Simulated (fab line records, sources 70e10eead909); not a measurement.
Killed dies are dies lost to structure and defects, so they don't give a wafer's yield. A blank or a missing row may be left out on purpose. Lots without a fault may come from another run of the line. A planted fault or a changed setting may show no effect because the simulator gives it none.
Chamber matching | flow nand_harc | NHARC_A_STAIRCASE_DESCUM_252 on rie_diel-02: 4 sister chambers
The step chemistry O2, time 3 s. 16 wafers are shown with their chamber, then 8 later ones without.

WAFERS WITH THEIR CHAMBER
wafer  | chamber | drypump_motor_current_A (A) | showerhead_plenum_p_Torr (Torr) | throttle_valve_pct (%)
L080.2 | 0       | 6.3                         | 1.88                            | 11.308
L080.4 | 3       | 4.9                         | 1.96                            | 11.317
L080.5 | 2       | 5.7                         | 1.82                            | 11.305
L083.1 | 2       | 5.7                         | 1.82                            | 11.303
L083.3 | 0       | 6.3                         | 1.87                            | 11.302
L083.5 | 1       | 5.7                         | 1.94                            | 11.306
L082.1 | 0       | 6.3                         | 1.87                            | 11.302
L082.4 | 2       | 5.7                         | 1.82                            | 11.322
L082.5 | 0       | 6.3                         | 1.87                            | 11.305
L088.1 | 2       | 5.7                         | 1.82                            | 11.312
L088.4 | 1       | 5.7                         | 1.94                            | 11.313
L088.5 | 3       | 4.9                         | 1.95                            | 11.314
L085.1 | 3       | 4.9                         | 1.95                            | 11.312
L085.3 | 2       | 5.7                         | 1.82                            | 11.312
L085.5 | 2       | 5.6                         | 1.82                            | 11.310
L089.3 | 2       | 5.7                         | 1.82                            | 11.321

SIGNATURES (means of the wafers above)
reading                  | chamber 0 | chamber 1 | chamber 2 | chamber 3 | scatter within a chamber
drypump_motor_current_A  | 6.300     | 5.700     | 5.686     | 4.900     | 0.0267
showerhead_plenum_p_Torr | 1.8725    | 1.9400    | 1.8200    | 1.9533    | 0.00344
throttle_valve_pct       | 11.30425  | 11.30950  | 11.31214  | 11.31433  | 0.0056
Rule: a wafer's distance from a chamber is the root of the sum, over the readings, of the square of ((its reading less the chamber's mean) divided by the reading's scatter). The wafer belongs to the nearest chamber; if the next one is less than 2 further off, it can't be placed. The scatter: the root of (the sum of the squares of (reading less its chamber's mean) over the shown wafers, divided by (wafers less chambers)).

WAFERS WITHOUT THEIR CHAMBER
wafer  | drypump_motor_current_A (A) | showerhead_plenum_p_Torr (Torr) | throttle_valve_pct (%)
L089.4 | 5.7                         | 1.93                            | 11.316
L089.5 | 5.7                         | 1.82                            | 11.325
L091.1 | 4.9                         | 1.95                            | 11.300
L091.3 | 5.7                         | 1.93                            | 11.322
L091.6 | 5.7                         | 1.93                            | 11.308
L094.1 | 5.7                         | 1.93                            | 11.320
L094.3 | 5.7                         | 1.81                            | 11.319
L094.6 | 6.3                         | 1.87                            | 11.316

WHICH CHAMBER EACH WENT THROUGH
wafer  | from the rows above | in truth
L089.4 | 1                   | 1
L089.5 | 2                   | 2
L091.1 | 3                   | 3
L091.3 | 1                   | 1
L091.6 | 1                   | 1
L094.1 | 1                   | 1
L094.3 | 2                   | 2
L094.6 | 0                   | 0
Placed correctly: 8 of 8. Can't be placed from these rows: 0. Placed wrongly: 0.
